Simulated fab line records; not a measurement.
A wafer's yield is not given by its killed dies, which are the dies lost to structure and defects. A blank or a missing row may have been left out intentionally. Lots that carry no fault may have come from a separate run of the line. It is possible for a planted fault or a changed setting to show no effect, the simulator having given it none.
fab line records + flow nand_harc
record
- lots=12
- wafers=36
- last_day=34
route steps=1302 shown P_ZERO_WELL@16 P_STI@73 P_GATE@132
lots that met no fault: taken from a fault-free run of the same line
start_h: the number of hours between the record's first day and the start of the first shown wafer of the lot + wait_h: how many hours have passed since the lot's step before this one + " unchanged from the row above + L1.1+2: a row that stands for several wafers + - value missing, or start not given + * or withheld: withheld + < > ~ a bound
route shown NAME@n: names a module that has steps shown in the file, with the first one's number in the route + usual: mean/standard deviation taken from wafers without a fault + same: alike in all rows + chamber/n: place in a boat + sites: per-site readings + _std_site: the values' standard deviation + _edge_site: outer sites' mean less inner sites' + radius_mm: how far each site lies from the wafer's centre + mask NAME#n: copy n + behind: the most recent tool/chamber to have shaped the wafer + hold: why the lot was held/for how many hours/how that ended + device: which transistor (n, p or np) failed to switch + end of line: the tests these same wafers got at the end of their route + a step given without rows: its recipe and nothing more + killed: dies that structure and defects cost at the first sort, which is not the same as the wafer's yield + map: a wafer's dies, x killed, . not, _ none there
set.NAME: the setting as run; set.NAME@STEP: as run at that earlier step + model.NAME: the simulator's own value behind a step, which no gauge read
route steps across a sampled set of lots; one table per step, one row per wafer
services: from which hour (start_h, from the record's first day; less than 0 if before it) a tool's chamber was out of use, for how many hours, and why
## steps
# step NHARC_P_ZERO_WELL_DESCUM_13
# recipe
- time_s=3
- o2_flow_sccm=200
- ar_flow_sccm=0
- bias_power_w=0
- chemistry=O2
# usual
- drypump_motor_current_A=6.1/0.37
- oes_product_au=1.001/0.0074
- rf_vpp_V=57.5/0.84
- showerhead_plenum_p_Torr=1.88/0.092
- throttle_valve_pct=11.311/0.0082
| lot.wafer | tool        | chamber | start_h | wait_h | drypump_motor_current_A | oes_product_au | rf_hours_counter_h | rf_vpp_V | showerhead_plenum_p_Torr | throttle_valve_pct |
|-----------|-------------|---------|---------|--------|-------------------------|----------------|--------------------|----------|--------------------------|--------------------|
| L518.1    | rie_diel-01 | 1       | 21.41   | -      | 5.4                     | 1.000          | 51                 | 57.9     | 1.90                     | 11.319             |
| L518.3    | "           | 2       | "       | "      | 6.1                     | 0.997          | 52                 | 57.3     | 1.80                     | 11.306             |
| L518.2    | "           | 3       | "       | "      | 5.9                     | 1.002          | 55                 | 58.5     | 1.78                     | 11.325             |
| L519.4    | rie_diel-04 | 3       | 31.44   | -      | 5.5                     | 0.995          | 5                  | 56.9     | 1.79                     | 11.303             |
| L519.1    | "           | 0       | "       | "      | 6.2                     | 1.006          | 6                  | 57.2     | 1.86                     | 11.298             |
| L519.2    | "           | 2       | "       | "      | 6.3                     | 1.006          | 5                  | 58.5     | 2.00                     | 11.299             |
| L520.3    | rie_diel-06 | 3       | 41.42   | -      | 6.5                     | 0.992          | 26                 | 58.8     | 2.07                     | 11.302             |
| L520.6    | "           | 3       | "       | "      | 6.5                     | 0.998          | -                  | 58.8     | 2.07                     | 11.305             |
| L520.5    | "           | 0       | "       | "      | 6.0                     | 1.001          | -                  | 58.5     | 1.93                     | 11.309             |
| L524.4    | rie_diel-04 | 3       | 81.42   | -      | 5.4                     | 1.004          | 22                 | 57.1     | 1.79                     | 11.314             |
| L524.1    | "           | 0       | "       | "      | 6.2                     | 1.002          | 23                 | 58.2     | 1.85                     | 11.322             |
| L524.2    | "           | 1       | "       | "      | 6.3                     | 0.987          | 22                 | 55.8     | 1.88                     | 11.330             |
| L525.3    | rie_diel-06 | 1       | 91.40   | -      | 6.4                     | 0.998          | 33                 | 57.3     | 1.79                     | 11.305             |
| L525.2    | "           | 3       | "       | "      | 6.5                     | 1.005          | 37                 | 58.5     | 2.06                     | 11.328             |
| L525.6    | "           | 1       | "       | "      | 6.4                     | 1.003          | -                  | 56.0     | 1.79                     | 11.320             |
| L526.2    | rie_diel-04 | 0       | 101.41  | -      | 6.1                     | 1.003          | 29                 | 56.7     | 1.85                     | 11.311             |
| L526.5    | "           | 3       | "       | "      | 5.5                     | 0.989          | -                  | 56.9     | 1.78                     | 11.310             |
| L526.6    | "           | 0       | "       | "      | 6.1                     | 1.013          | -                  | 56.4     | 1.85                     | 11.313             |
| L528.2    | rie_diel-01 | 2       | 121.40  | -      | 6.1                     | 1.001          | 25                 | 58.0     | 1.80                     | 11.298             |
| L528.4    | "           | 0       | "       | "      | 5.6                     | 1.004          | 26                 | 57.8     | 1.87                     | 11.317             |
| L528.6    | "           | 1       | "       | "      | 5.4                     | 0.998          | -                  | 57.6     | 1.90                     | 11.303             |
| L533.1    | rie_diel-01 | 0       | 171.42  | -      | 5.7                     | 1.013          | 45                 | 57.9     | 1.86                     | 11.312             |
| L533.2    | "           | 2       | "       | "      | 6.1                     | 1.022          | 42                 | 57.4     | 1.79                     | 11.308             |
| L533.4    | "           | 3       | "       | "      | 5.9                     | 1.020          | 42                 | 57.1     | 1.77                     | 11.319             |
| L537.1    | rie_diel-06 | 2       | 211.43  | -      | 6.5                     | 0.989          | 30                 | 58.9     | 1.97                     | 11.305             |
| L537.3    | "           | 0       | "       | "      | 6.0                     | 0.992          | 26                 | 57.7     | 1.92                     | 11.308             |
| L537.5    | "           | 1       | "       | "      | 6.4                     | 0.996          | -                  | 55.7     | 1.78                     | 11.325             |
| L538.3    | rie_diel-04 | 1       | 221.43  | -      | 6.3                     | 1.001          | 8                  | 55.6     | 1.87                     | 11.316             |
| L538.4    | "           | 2       | "       | "      | 6.3                     | 1.004          | 8                  | 57.6     | 1.98                     | 11.299             |
| L538.5    | "           | 3       | "       | "      | 5.5                     | 0.999          | -                  | 56.2     | 1.77                     | 11.330             |
| L540.4    | rie_diel-04 | 2       | 241.34  | -      | 6.3                     | 0.994          | 15                 | 58.5     | 1.98                     | 11.306             |
| L540.3    | "           | 0       | "       | "      | 6.2                     | 0.998          | 20                 | 57.7     | 1.83                     | 11.318             |
| L540.5    | "           | 2       | "       | "      | 6.3                     | 1.002          | -                  | 57.8     | 1.98                     | 11.307             |
| L541.4    | rie_diel-01 | 3       | 251.59  | -      | 5.9                     | 1.013          | 13                 | 57.5     | 2.07                     | 11.300             |
| L541.1    | "           | 0       | "       | "      | 5.6                     | 0.998          | 17                 | 57.3     | 1.86                     | 11.305             |
| L541.5    | "           | 0       | "       | "      | 5.6                     | 0.995          | -                  | 56.9     | 1.86                     | 11.302             |
# step NHARC_P_ZERO_WELL_DESCUM_54
# recipe
- time_s=3
- o2_flow_sccm=200
- ar_flow_sccm=0
- bias_power_w=0
- chemistry=O2
# usual
- drypump_motor_current_A=6.0/0.38
- oes_product_au=1.002/0.0073
- rf_vpp_V=57.6/0.82
- showerhead_plenum_p_Torr=1.87/0.086
- throttle_valve_pct=11.311/0.0095
| lot.wafer | tool        | chamber | start_h | wait_h | drypump_motor_current_A | oes_product_au | rf_hours_counter_h | rf_vpp_V | showerhead_plenum_p_Torr | throttle_valve_pct |
|-----------|-------------|---------|---------|--------|-------------------------|----------------|--------------------|----------|--------------------------|--------------------|
| L518.2    | rie_diel-01 | 1       | 26.05   | -      | 5.4                     | 1.000          | 52                 | 57.6     | 1.90                     | 11.317             |
| L518.3    | "           | 2       | "       | "      | 6.1                     | 0.988          | 53                 | 56.0     | 1.80                     | 11.325             |
| L518.1    | "           | 0       | "       | "      | 5.7                     | 1.007          | 54                 | 57.3     | 1.88                     | 11.303             |
| L519.2    | rie_diel-04 | 3       | 39.04   | -      | 5.5                     | 0.987          | 9                  | 58.3     | 1.79                     | 11.304             |
| L519.1    | "           | 0       | "       | "      | 6.2                     | 0.996          | 9                  | 57.7     | 1.85                     | 11.307             |
| L519.4    | "           | 1       | "       | "      | 6.3                     | 0.982          | 11                 | 57.4     | 1.89                     | 11.312             |
| L520.3    | rie_diel-06 | 2       | 45.95   | -      | 6.4                     | 1.012          | 19                 | 56.8     | 1.99                     | 11.311             |
| L520.5    | "           | 1       | "       | "      | 6.4                     | 1.001          | -                  | 57.6     | 1.79                     | 11.304             |
| L520.6    | "           | 2       | "       | "      | 6.4                     | 1.012          | -                  | 58.2     | 1.99                     | 11.283             |
| L524.1    | rie_diel-06 | 2       | 85.80   | -      | 6.5                     | 0.999          | 29                 | 55.8     | 1.99                     | 11.326             |
| L524.2    | "           | 3       | "       | "      | 6.5                     | 0.996          | 36                 | 57.6     | 2.06                     | 11.318             |
| L524.4    | "           | 1       | "       | "      | 6.4                     | 1.002          | -                  | 58.7     | 1.79                     | 11.314             |
| L525.2    | rie_diel-06 | 2       | 99.97   | -      | 6.5                     | 1.002          | 32                 | 57.8     | 1.98                     | 11.324             |
| L525.3    | "           | 0       | "       | "      | 6.0                     | 1.000          | 41                 | 57.9     | 1.93                     | 11.305             |
| L525.6    | "           | 2       | "       | "      | 6.5                     | 0.996          | -                  | 57.7     | 1.98                     | 11.308             |
| L526.2    | rie_diel-01 | 3       | 105.93  | -      | 5.9                     | 0.998          | 19                 | 56.6     | 1.77                     | 11.314             |
| L526.6    | "           | 0       | "       | "      | 5.7                     | 1.010          | -                  | 57.7     | 1.87                     | 11.298             |
| L526.5    | "           | 1       | "       | "      | 5.4                     | 0.992          | -                  | 56.6     | 1.90                     | 11.305             |
| L528.2    | rie_diel-01 | 3       | 126.04  | -      | 5.9                     | 1.009          | 23                 | 57.0     | 1.77                     | 11.311             |
| L528.4    | "           | 2       | "       | "      | 6.1                     | 1.015          | 25                 | 56.2     | 1.80                     | 11.313             |
| L528.6    | "           | 3       | "       | "      | 5.9                     | 1.014          | -                  | 57.8     | 1.77                     | 11.315             |
| L533.4    | rie_diel-01 | 2       | 175.96  | -      | 6.1                     | 0.999          | 43                 | 57.5     | 1.79                     | 11.305             |
| L533.2    | "           | 0       | "       | "      | 5.7                     | 1.004          | 45                 | 57.7     | 1.86                     | 11.309             |
| L533.1    | "           | 1       | "       | "      | 5.4                     | 1.004          | 47                 | 56.3     | 1.89                     | 11.315             |
| L537.3    | rie_diel-04 | 3       | 216.07  | -      | 5.5                     | 1.001          | 7                  | 56.1     | 1.77                     | 11.323             |
| L537.1    | "           | 0       | "       | "      | 6.2                     | 0.988          | 8                  | 57.4     | 1.84                     | 11.330             |
| L537.5    | "           | 2       | "       | "      | 6.3                     | 0.989          | -                  | 58.0     | 1.98                     | 11.297             |
| L538.4    | rie_diel-04 | 3       | 227.65  | -      | 5.5                     | 1.003          | 14                 | 56.8     | 1.77                     | 11.323             |
| L538.3    | "           | 2       | "       | "      | 6.3                     | 0.987          | 10                 | 57.3     | 1.98                     | 11.315             |
| L538.5    | "           | 0       | "       | "      | 6.2                     | 1.001          | -                  | 57.5     | 1.84                     | 11.325             |
| L540.3    | rie_diel-04 | 2       | 245.95  | -      | 6.3                     | 0.997          | 15                 | 59.4     | 1.98                     | 11.322             |
| L540.4    | "           | 3       | "       | "      | 5.4                     | 1.009          | 19                 | 58.0     | 1.77                     | 11.300             |
| L540.5    | "           | 0       | "       | "      | 6.2                     | 0.992          | -                  | 57.8     | 1.83                     | 11.320             |
| L541.1    | rie_diel-01 | 2       | 256.29  | -      | 6.1                     | 1.000          | 14                 | 57.8     | 1.78                     | 11.320             |
| L541.4    | "           | 3       | "       | "      | 5.9                     | 1.005          | 15                 | 56.7     | 2.07                     | 11.322             |
| L541.5    | "           | 1       | "       | "      | 5.4                     | 0.999          | -                  | 58.0     | 1.88                     | 11.314             |
# step NHARC_P_STI_HM_DEP_30
# recipe
- target_thk_a=800
- temp_c=790
- pressure_mtorr=300
- time_s=873
- material=Si3N4
# usual
- zone_power_lower_pct=14.3/2.3
- zone_power_upper_pct=14.2/0.38
| lot.wafer | tool     | chamber | start_h | wait_h | zone_power_lower_pct | zone_power_upper_pct |
|-----------|----------|---------|---------|--------|----------------------|----------------------|
| L518.1    | lpcvd-02 | 1       | 40.87   | 4.5    | 17.6                 | 13.9                 |
| L518.2    | "        | 1       | "       | "      | 17.5                 | 14.0                 |
| L518.3    | "        | 1       | "       | "      | 17.4                 | 14.1                 |
| L519.1    | lpcvd-02 | 1       | 51.66   | 3.8    | 17.8                 | 14.2                 |
| L519.2    | "        | 1       | "       | "      | 17.7                 | 14.0                 |
| L519.4    | "        | 1       | "       | "      | 17.4                 | 14.1                 |
| L520.3    | lpcvd-01 | 0       | 58.05   | 3.5    | 13.2                 | 13.9                 |
| L520.5    | "        | 0       | "       | "      | 13.2                 | 13.7                 |
| L520.6    | "        | 0       | "       | "      | 13.1                 | 13.5                 |
| L524.1    | lpcvd-01 | 1       | 101.99  | 3.5    | 13.7                 | 14.7                 |
| L524.2    | "        | 1       | "       | "      | 13.7                 | 14.8                 |
| L524.4    | "        | 1       | "       | "      | 13.8                 | 14.6                 |
| L525.2    | lpcvd-01 | 1       | 113.16  | 3.5    | 13.9                 | 14.5                 |
| L525.3    | "        | 1       | "       | "      | 13.7                 | 14.8                 |
| L525.6    | "        | 1       | "       | "      | 13.8                 | 14.5                 |
| L526.2    | lpcvd-01 | 0       | 118.78  | 3.5    | 13.3                 | 13.7                 |
| L526.5    | "        | 0       | "       | "      | 13.2                 | 13.6                 |
| L526.6    | "        | 0       | "       | "      | 13.1                 | 13.8                 |
| L528.2    | lpcvd-02 | 0       | 139.42  | 3.5    | 11.7                 | 14.6                 |
| L528.4    | "        | 0       | "       | "      | 11.8                 | 14.3                 |
| L528.6    | "        | 0       | "       | "      | 11.6                 | 14.5                 |
| L528.2    | lpcvd-02 | 0       | 143.19  | 0.5    | 11.8                 | 14.4                 |
| L528.4    | "        | 0       | "       | "      | 11.9                 | 14.5                 |
| L528.6    | "        | 0       | "       | "      | 12.0                 | 14.9                 |
| L533.1    | lpcvd-01 | 0       | 188.86  | 3.5    | 13.4                 | 13.6                 |
| L533.2    | "        | 0       | "       | "      | 13.1                 | 13.9                 |
| L533.4    | "        | 0       | "       | "      | 13.3                 | 13.9                 |
| L533.1    | lpcvd-01 | 0       | 192.67  | 0.5    | 12.7                 | 13.7                 |
| L533.2    | "        | 0       | "       | "      | 13.3                 | 13.9                 |
| L533.4    | "        | 0       | "       | "      | 12.8                 | 14.0                 |
| L537.1    | lpcvd-01 | 0       | 231.45  | 3.5    | 13.0                 | 13.8                 |
| L537.3    | "        | 0       | "       | "      | 13.1                 | 13.8                 |
| L537.5    | "        | 0       | "       | "      | 13.4                 | 13.6                 |
| L538.3    | lpcvd-02 | 1       | 243.16  | 3.5    | 17.2                 | 14.2                 |
| L538.4    | "        | 1       | "       | "      | 17.6                 | 14.2                 |
| L538.5    | "        | 1       | "       | "      | 17.9                 | 13.9                 |
| L540.3    | lpcvd-02 | 0       | 258.27  | 3.5    | 11.9                 | 14.7                 |
| L540.4    | "        | 0       | "       | "      | 11.7                 | 14.3                 |
| L540.5    | "        | 0       | "       | "      | 11.7                 | 14.4                 |
| L541.1    | lpcvd-02 | 0       | 269.39  | 3.5    | 11.7                 | 14.5                 |
| L541.4    | "        | 0       | "       | "      | 11.6                 | 14.5                 |
| L541.5    | "        | 0       | "       | "      | 11.9                 | 14.5                 |
# step NHARC_P_GATE_DEP_103
# recipe
- target_thk_a=300
- target_thk_nm=30
- temp_c=400
- flow_sccm=200
- rf_w=350
- material=SiON
# usual
- heater_power_w=784/79
- rf_fwd_power_W=348.3/1.1
| lot.wafer | tool     | chamber | start_h | wait_h | heater_power_w | rf_fwd_power_W | since_wet_clean_h |
|-----------|----------|---------|---------|--------|----------------|----------------|-------------------|
| L518.1    | pecvd-01 | 1       | 101.20  | 0.6    | 841            | 347.9          | 139               |
| L518.2    | "        | 2       | "       | "      | 983            | 346.3          | 139               |
| L518.3    | "        | 1       | "       | "      | 829            | 348.3          | -                 |
| L519.2    | pecvd-04 | 1       | 107.73  | 0.5    | 717            | 349.9          | 7                 |
| L519.1    | "        | 0       | "       | "      | 617            | 347.7          | 7                 |
| L519.4    | "        | 2       | "       | "      | 787            | 350.0          | -                 |
| L520.3    | pecvd-01 | 2       | 110.53  | 0.4    | 859            | 346.8          | 149               |
| L520.6    | "        | 2       | "       | "      | 843            | 346.5          | -                 |
| L520.5    | "        | 0       | "       | "      | 745            | 347.2          | -                 |
| L524.1    | pecvd-03 | 0       | 155.20  | 0.6    | 740            | 349.1          | 138               |
| L524.2    | "        | 1       | "       | "      | 698            | 348.2          | 138               |
| L524.4    | "        | 1       | "       | "      | 699            | 349.1          | -                 |
| L525.2    | pecvd-01 | 1       | 170.75  | 0.5    | 800            | 350.4          | 28                |
| L525.3    | "        | 2       | "       | "      | 889            | 348.7          | 28                |
| L525.6    | "        | 2       | "       | "      | 906            | 346.6          | -                 |
| L526.2    | pecvd-03 | 1       | 170.89  | 0.5    | 774            | 350.7          | 154               |
| L526.5    | "        | 0       | "       | "      | 672            | 347.1          | -                 |
| L526.6    | "        | 2       | "       | "      | 853            | 348.7          | -                 |
| L528.2    | pecvd-04 | 1       | 196.79  | 0.5    | 759            | 348.4          | 96                |
| L528.4    | "        | 1       | "       | "      | 784            | 348.0          | -                 |
| L528.6    | "        | 0       | "       | "      | 612            | 348.3          | -                 |
| L533.2    | pecvd-04 | 1       | 243.49  | 0.5    | 802            | 347.1          | 143               |
| L533.1    | "        | 2       | "       | "      | 880            | 348.3          | 143               |
| L533.4    | "        | 0       | "       | "      | 704            | 350.0          | -                 |
| L537.1    | pecvd-04 | 1       | 293.76  | 0.6    | 882            | 348.9          | 12                |
| L537.3    | "        | 2       | "       | "      | 904            | 349.2          | 12                |
| L537.5    | "        | 0       | "       | "      | 771            | 349.3          | -                 |
| L538.3    | pecvd-03 | 2       | 301.40  | 0.4    | 831            | 347.6          | 103               |
| L538.4    | "        | 0       | "       | "      | 693            | 348.1          | -                 |
| L538.5    | "        | 1       | "       | "      | 833            | 348.3          | -                 |
| L540.3    | pecvd-04 | 0       | 315.36  | 0.4    | 644            | 350.0          | 33                |
| L540.5    | "        | 0       | "       | "      | 631            | 348.4          | -                 |
| L540.4    | "        | 1       | "       | "      | 877            | 347.0          | -                 |
| L541.1    | pecvd-03 | 0       | 325.34  | 0.6    | 719            | 349.0          | 127               |
| L541.5    | "        | 1       | "       | "      | 825            | 347.2          | -                 |
| L541.4    | "        | 2       | "       | "      | 832            | 347.9          | -                 |
## services
| tool        | chamber | start_h | hours | kind   |
|-------------|---------|---------|-------|--------|
| rie_diel-04 | -       | 1.24    | 9.0   | pm     |
| rie_diel-06 | 1       | 1.39    | 10.0  | repair |
| lpcvd-01    | -       | 26.00   | 26.0  | pm     |
| rie_diel-01 | -       | 26.83   | 9.0   | pm     |
| rie_diel-06 | 2       | 40.87   | 4.5   | repair |
| pecvd-04    | -       | 46.84   | 2.2   | repair |
| rie_diel-01 | 2       | 53.44   | 4.5   | repair |
| pecvd-04    | 1       | 59.96   | 23.7  | repair |
| pecvd-04    | 2       | 61.53   | 19.1  | repair |
| rie_diel-06 | 0       | 83.36   | 2.7   | repair |
| pecvd-04    | -       | 88.00   | 13.0  | pm     |
| rie_diel-04 | 0       | 103.79  | 15.7  | repair |
| rie_diel-01 | 1       | 129.90  | 6.6   | repair |
| rie_diel-06 | -       | 130.21  | 9.0   | pm     |
| pecvd-04    | -       | 168.95  | 0.6   | repair |
| rie_diel-04 | -       | 178.24  | 9.0   | pm     |
| rie_diel-01 | -       | 203.83  | 9.0   | pm     |
| lpcvd-02    | -       | 227.30  | 1.1   | repair |
| lpcvd-02    | -       | 250.38  | 0.5   | repair |
| pecvd-04    | -       | 254.61  | 0.5   | repair |
| pecvd-04    | 2       | 260.98  | 13.0  | repair |
| rie_diel-06 | 2       | 265.23  | 6.5   | repair |
| rie_diel-04 | 2       | 304.43  | 5.0   | repair |
| rie_diel-06 | -       | 307.64  | 9.0   | pm     |
## key
first_sign
- step=NHARC_P_STI_HM_DEP_30
- reading=visit
- direction=added
effect none on later readings
met_at NHARC_P_STI_HM_DEP_30
struck_lots L528,L533
tester_left_out L528,L533
not_acting_at NHARC_P_ZERO_WELL_DESCUM_13,NHARC_P_ZERO_WELL_DESCUM_54,NHARC_P_GATE_DEP_103
fault
- kind=repeated_step_whole
- tool=lpcvd-01,lpcvd-02
- chamber=-
- onset_h=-
- steps=NHARC_P_STI_HM_DEP_30
- times=1
- scope=struck_lots_only
# tester_left_out: of these lots the tester's yield and bins aren't shown, on N5 and GAA mostly nor the transistor test; their killed dies are dies lost to structure and defects alone, not to doping, threshold or leakage, so they don't give the yield
